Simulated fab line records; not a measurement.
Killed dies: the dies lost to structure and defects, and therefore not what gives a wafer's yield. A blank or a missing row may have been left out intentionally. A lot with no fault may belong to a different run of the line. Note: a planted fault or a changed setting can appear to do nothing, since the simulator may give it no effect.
Chamber matching | flow n5Finfet | rieDiel-01 running N5_HKMG_FIN_DESCUM_17: 4 sister chambers
The step chemistry O2, time 7.9 s. 14 wafers are shown with their chamber, then 7 later ones without.

## WAFERS, EACH WITH ITS CHAMBER
wafer  | chamber | throttleValvePct (%) | drypumpMotorCurrentA (A) | oesProductAu (a.u.)
L074.2 | 1       | 20.87                | 5.3                      | 0.72
L074.3 | 2       | 20.80                | 5.2                      | 0.79
L074.6 | 2       | 20.81                | 5.2                      | 0.79
L079.2 | 2       | 20.81                | 5.3                      | 0.78
L079.3 | 1       | 20.89                | 5.3                      | 0.70
L079.4 | 1       | 20.90                | 5.3                      | 0.71
L080.1 | 2       | 20.82                | 5.3                      | 0.79
L080.2 | 0       | 20.34                | 5.1                      | 0.79
L080.6 | 3       | 20.19                | 6.1                      | 0.92
L081.2 | 1       | 20.90                | 5.3                      | 0.71
L081.3 | 2       | 20.81                | 5.3                      | 0.78
L081.4 | 3       | 20.18                | 6.1                      | 0.92
L084.1 | 1       | 20.89                | 5.3                      | 0.71
L084.3 | 3       | 20.21                | 6.1                      | 0.92

SIGNATURES (means of the wafers above)
reading              | chamber 0 | chamber 1 | chamber 2 | chamber 3 | scatter within a chamber
throttleValvePct     | 20.3400   | 20.8900   | 20.8100   | 20.1933   | 0.0113
drypumpMotorCurrentA | 5.100     | 5.300     | 5.260     | 6.100     | 0.0346
oesProductAu         | 0.7900    | 0.7100    | 0.7860    | 0.9200    | 0.00566
Rule: distance of a wafer from a chamber = root of the sum over the readings of ((wafer's reading minus chamber's mean) / reading's scatter) squared. The wafer belongs to the nearest chamber; if the next one is less than 2 further off, it can't be placed. The scatter: the root of (the sum of the squares of (reading less its chamber's mean) over the shown wafers, divided by (wafers less chambers)).

## WAFERS WITHOUT THEIR CHAMBER
wafer  | throttleValvePct (%) | drypumpMotorCurrentA (A) | oesProductAu (a.u.)
L084.5 | 20.91                | 5.3                      | 0.71
L089.2 | 20.85                | 5.3                      | 0.77
L089.4 | 20.92                | 5.3                      | 0.71
L089.5 | 20.87                | 5.2                      | 0.77
L093.4 | 20.38                | 5.1                      | 0.76
L093.5 | 20.39                | 5.1                      | 0.76
L093.6 | 20.93                | 5.3                      | 0.69

## THE CHAMBER EACH PASSED THROUGH
wafer  | from the rows above | in truth
L084.5 | 1                   | 1
L089.2 | 2                   | 2
L089.4 | 1                   | 1
L089.5 | 2                   | 2
L093.4 | 0                   | 0
L093.5 | 0                   | 0
L093.6 | 1                   | 1
Correct placement for 7 of the 7. Left unplaced by these rows: 0. Wrongly placed: 0.
